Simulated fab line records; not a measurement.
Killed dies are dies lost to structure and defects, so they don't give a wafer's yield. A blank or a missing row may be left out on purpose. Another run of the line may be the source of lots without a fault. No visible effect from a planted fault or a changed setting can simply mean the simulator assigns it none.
A struck lot beside a sound one || flow n5-finfet || 38 out of 1938 route steps
Sound: these wafers, L325.4, L325.5, L325.6. Struck: wafer L317.3 (L317.1, L317.5, from the same lot, were not struck and are left out); the cause is given at the end.
Each step with rows lists, per side, the tool, then ch with its chambers, then its first start. Under that, the readings that differ: sound wafers || struck wafers || difference of the means || sigmas: that difference in standard deviations of wafers without a fault.
alike: same words and numbers on both sides, and readings whose means sit less than 2 such deviations apart. not compared: any withheld reading, any reading some wafer has no value for, any bound like >300 that may hide the same value, and any number with overlapping values for which the record gives no deviation.
Wherever a step has rows on one side only, a row that says differs or no value, or a row with sigmas, the two part there. Numbers that have no deviation but don't overlap get no sigmas and don't part them. A reading missing from all wafers of one side parts the sides only when that side holds two or more wafers.

first, 9 steps without rows for these wafers: N5_BEOL_M4_ANNEAL_95 (time 240 s); N5_BEOL_M4_SPUTTER_96 (material Cu, target thk 4.5 nm, time 8.29 s); N5_BEOL_M4_ECD_50 (material Cu, target thk 300 nm); N5_BEOL_M4_ANNEAL_51 (time 90 s); N5_BEOL_M4_CMP_52 (polishes, stops on SiOC, t overpolish 6.8 s, target thk 40 nm); N5_BEOL_M4_PRE_CLEAN_60 (time 15 s); N5_BEOL_M4_CO_CAP_55 (material Co, precursor CCTBA/H2, target thk 2 nm, time 102.1 s); N5_BEOL_M4_PRE_CLEAN_56 (time 15 s); N5_BEOL_M4_DEP_57 (deposits SiCN from 3MS/NH3, target thk 8 nm, time 14 s).
N5_BEOL_M4_RC_MEAS_101:
  sound on prober-02 ch 0, day 12 20:25; struck on prober-02 ch 0, day 11 04:40
{"reading": "DIBL_P (mV/V)", "sound": "40.0 36.1 39.4", "struck": 34.1, "difference": -4.4, "sigmas": -2}
{"reading": "SS_N (mV/dec)", "sound": "71.9 71.2 72.5", "struck": 70.5, "difference": -1.4, "sigmas": -2}
  alike: DIBL_N, IOFF_N, IOFF_P, ION_N, ION_P, SS_P, VT_N, VT_P
then, 24 steps without rows for these wafers: N5_BEOL_M5_ILD_DEP_00 (deposits SiCOH lowk from DEMS/porogen, target thk 140.64 nm, time 25.9 s); N5_BEOL_M5_CURE_79 (cures SiCOH lowk, time 240 s); N5_BEOL_M5_PECVD_70 (deposits SiO2 from TEOS/O2, target thk 16 nm, time 18 s); N5_BEOL_M5_HM_DEP_02 (deposits TiN, target thk 20 nm); N5_BEOL_M5_COAT_59 (time 60 s, resist thk 60 nm); N5_BEOL_M5_COAT_60 (time 60 s, resist thk 12 nm); N5_BEOL_M5_COAT_71 (time 60 s, resist thk 5 nm); N5_BEOL_M5_COAT_05 (resist thk 30 nm); N5_BEOL_M5_EBR_07; N5_BEOL_M5_SOFTBAKE_06 (time 60 s); N5_BEOL_M5_EXPOSE_08 (exposes mask M5, target cd 28 nm); N5_BEOL_M5_PEB_09 (peb time 60 s); N5_BEOL_M5_DEVELOP_10 (develop time 30 s); N5_BEOL_M5_DESCUM_16 (chemistry O2, time 7 s); N5_BEOL_M5_ETCH_72 (etches underlayer in N2/H2, target depth 6.5 nm, time 5.2 s); N5_BEOL_M5_ETCH_61 (etches SiARC in CF4, target depth 15.6 nm, time 26 s); N5_BEOL_M5_ETCH_62 (etches SOC in N2/H2, target depth 75 nm, overetch 15 nm, time 112.5 s); N5_BEOL_M5_STRIP_63 (strips in N2/H2); N5_BEOL_M5_STRIP_73 (strips in N2/H2); N5_BEOL_M5_STRIP_64 (strips in CF4); N5_BEOL_M5_HM_OPEN_17 (chemistry Cl2/BCl3, target TiN, target depth 20 nm, overetch 6 nm); N5_BEOL_M5_STRIP_19 (strips in O2); N5_BEOL_M5_COAT_65 (time 60 s, resist thk 60 nm); N5_BEOL_M5_COAT_66 (time 60 s, resist thk 12 nm).
-- here the record skips 3 days between the struck wafers' starts before and after, leaving off in module BEOL_M5 and picking up in module BEOL_M10 (first step shown: number 1530 of the route) --
N5_BEOL_M10_CMP_52: polishes, stops on SiCOH lowk, t overpolish 7 s, target thk 140 nm.
  sound on cmp-01 ch 2,3, day 15 06:34; struck on cmp-03 ch 1, day 13 19:22
{"reading": "barrier-field-endpoint-s (s)", "sound": "29.8 29.1 29.6", "struck": 47.0, "difference": "+17.5", "sigmas": "+23"}
{"reading": "overpolish-run-s (s)", "sound": "6.992 6.996 7.002", "struck": 0.040, "difference": -6.957, "sigmas": "-99 or more"}
{"reading": "time-to-endpoint-s (s)", "sound": "66.4 61.4 64.9", "struck": 86.4, "difference": "+22.2", "sigmas": "+7"}
  alike: motor-current-A
N5_BEOL_M10_THK_MEAS_53: measures by xrf.
  sound on film-metro-02, day 15 06:49; struck on film-metro-02, day 13 19:35
{"reading": "M10_THK (nm)", "sound": "139 140 141", "struck": 254, "difference": "+114", "sigmas": "+34"}
N5_BEOL_M10_INSPECT_58: inspects for defects (darkfield).
  sound on defect-inspect-01, day 15 06:59; struck on defect-inspect-02, day 13 19:44
{"reading": "raw-defect-count", "sound": "50 76 65", "struck": 2257, "difference": "+2193", "sigmas": "+99 or more"}
-- the record jumps here: 2 days lie between the struck wafers' starts before and after (it left off in module BEOL_M10 and takes up again in module PASSIVATION, whose first step shown is number 1936 of the route) --
N5_PASSIVATION_PROBE_49:
  sound on prober-01, day 17 06:20; struck on prober-02, day 15 20:39
{"reading": "defect-limited-yield (%)", "sound": "91.6 91.4 92.6", "struck": 0, "difference": -92, "sigmas": -61}
{"reading": "killed_at_M4_up", "sound": "9 18 9", "struck": 1081, "difference": "+1069", "sigmas": "+99 or more"}
{"reading": "killed-dies", "sound": "99 101 87", "struck": 1180, "difference": "+1084", "sigmas": "+60"}
{"reading": "killed-on-rim", "sound": "16 12 13", "struck": 152, "difference": "+138", "sigmas": "+33"}
{"reading": "sort-n-pass", "sound": "1081 1079 1093", "struck": 0, "difference": -1084, "sigmas": -60}
{"reading": "sort-yield-pct (%)", "sound": "91.6 91.4 92.6", "struck": 0, "difference": -92, "sigmas": -61}
  alike: killed_at_M0_to_M3, killed-at-contacts, killed-at-front-end, killed-at-other, killed-open, killed-short, sort_bin_5_function, sort_bin_6_memory

## WHERE THEY PART
At N5_BEOL_M4_RC_MEAS_101 first; at N5_PASSIVATION_PROBE_49 last (within this record only).

WHY: what had been put in by the simulator
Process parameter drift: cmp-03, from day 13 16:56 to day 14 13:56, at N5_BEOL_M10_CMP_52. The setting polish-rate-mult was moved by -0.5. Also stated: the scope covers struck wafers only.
